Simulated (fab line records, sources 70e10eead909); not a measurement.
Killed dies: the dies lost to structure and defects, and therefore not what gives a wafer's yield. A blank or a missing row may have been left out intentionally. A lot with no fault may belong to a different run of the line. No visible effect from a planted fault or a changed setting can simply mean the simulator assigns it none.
Problem report in the 8D (eight disciplines) form, filled by code -- flow nand_harc -- the parts of the form that need people (team, actions taken, sign-off) are left out

## 1. THE ISSUE
oes_product_au at NHARC_A_CHANNEL_FILL_D2_ETCHBACK_19 reads a mean of 0.698 a.u. on 4 wafers of 2 lots; wafers without a fault read 1.001 a.u. with a standard deviation of 0.007. That is -43 standard deviations from the usual mean.
The step: etches the open film in HBr/Cl2, target depth 5 nm, time 1.7 s.
The first sign was on wafer L781.1 at day 23 12:37, on rie_si-05. Wafers with a number at this step in the record: 42, from 14 lots. Rule for "out", or "out of limits": more than 4 standard deviations from the usual mean. All remaining wafers that have a number are taken as sound.

## 2. WHAT THIS IS AND IS NOT
question,is,is not
which readings at this step,oes_product_au,"drypump_motor_current_A, mfc_cl2_sccm"
which lots,"L781, L782","L760, L761, L762, L763, L764, L766, L767, L769, L771, L772, L780, L783"
which wafers of those lots,"L781.1, L781.2, L782.1, L782.3","L781.4, L782.6"
read on which tools,rie_si-05,"rie_si-02, rie_si-06"
when,from day 23 12:37,"up to then (31 sound wafers); but 7 sound wafers of L780, L782, L783 came after"

## 3. SUSPECTS, AND WHAT RULES EACH OUT
Counting: if a tool at a process step up to the reading ran every lot that is out, it stays a suspect. Sound lots after the first of them don't rule it out here, since some wafers of a struck lot are sound.
- ald_hk-01 at NHARC_A_CHANNEL_FILL_D2_ALD_02 (deposits SiO2, target thk 6 nm, pulse time 10 s, ald cycles 60): kept. It processed each lot that is out (first: L781, day 22 11:09); up to then, its last sound lot is L769 (day 17 15:29).
- rie_si-05 at NHARC_A_CHANNEL_FILL_D2_ETCHBACK_19 (etches the open film in HBr/Cl2, target depth 5 nm, time 1.7 s): kept. It processed each lot that is out (first: L781, day 23 12:37); up to then, its last sound lot is L767 (day 17 17:07). Its own oes_product_au readings are out on those wafers.
- Within ald_hk-01 at NHARC_A_CHANNEL_FILL_D2_ALD_02: the wafers that are out ran in chambers 0, 2; their sound lot-mates ran in chambers 1, 3.
The count leaves rie_si-05 at NHARC_A_CHANNEL_FILL_D2_ETCHBACK_19 and ald_hk-01 at NHARC_A_CHANNEL_FILL_D2_ALD_02.

## 4. THE CAUSE (what the simulator had put in)
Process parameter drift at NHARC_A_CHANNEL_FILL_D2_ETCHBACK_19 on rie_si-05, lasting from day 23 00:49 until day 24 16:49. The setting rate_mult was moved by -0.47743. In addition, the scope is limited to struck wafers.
This tool is one of the 2 suspects left after counting.

## 5. THE EFFECT CHAIN, in route order
Each row: a reading whose mean over the struck wafers that have a number lies more than 3 standard deviations from the usual. Only readings whose record carries a usual standard deviation are examined. hours: median over the lots of the time between each lot's start at the first step of this table that gives one and its start at this step. sigmas: the change, counted in usual standard deviations.
hours,step,reading,usual,on struck wafers,change,sigmas
0,NHARC_A_CHANNEL_FILL_D2_ETCHBACK_19,oes_product_au,1.001 a.u.,0.698,-0.303,-43
Its process steps:
- NHARC_A_CHANNEL_FILL_D2_ETCHBACK_19: etches the open film in HBr/Cl2, target depth 5 nm, time 1.7 s.

## 6. WHAT WOULD HAVE CAUGHT IT SOONER
12 hours passed between the start of the fault at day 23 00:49 and the first reading out of limits in this record, taken at day 23 12:37.
